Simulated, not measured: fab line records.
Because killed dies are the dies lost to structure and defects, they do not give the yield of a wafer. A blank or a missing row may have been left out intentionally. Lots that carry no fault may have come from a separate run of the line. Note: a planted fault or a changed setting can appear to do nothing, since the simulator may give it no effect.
Chamber matching -- flow nand_harc -- NHARC_P_GATE_STRIP_108 on rie_diel-05: 4 sister chambers
The step strips in O2. 4 wafers are shown with their chamber, then 12 later ones without.

== WAFERS WITH THEIR CHAMBER ==
wafer,chamber,showerhead_plenum_p_Torr (Torr)
L087.4,1,3.61
L091.5,2,3.77
L092.5,3,3.50
L092.6,0,3.47

== WAFERS WITH NO CHAMBER GIVEN ==
wafer,showerhead_plenum_p_Torr (Torr)
L092.1,3.60
L092.2,3.47
L092.4,3.77
L093.1,3.77
L093.3,3.50
L093.5,3.60
L095.2,3.47
L095.4,3.50
L095.5,3.50
L097.2,3.77
L097.3,3.50
L097.4,3.47

== WHICH CHAMBER EACH WENT THROUGH ==
wafer,from the rows above,in truth
L092.1,1,1
L092.2,0,0
L092.4,2,2
L093.1,2,2
L093.3,3,3
L093.5,1,1
L095.2,0,0
L095.4,3,3
L095.5,3,3
L097.2,2,2
L097.3,3,3
L097.4,0,0
Placed correctly: 12 of 12. Left unplaced by these rows: 0. Number placed wrongly: 0.
How it was worked out, from the rows above alone: a wafer's distance from a chamber is the root of the sum, over the readings, of the square of ((its reading less the chamber's mean) divided by the reading's scatter). The wafer belongs to the nearest chamber; if the next one is less than 2 further off, it can't be placed. For every chamber, the mean is computed from those of its wafers that are shown. The scatter: root of mean squared gap, hidden wafer to nearest shown wafer, with one shown wafer a chamber.
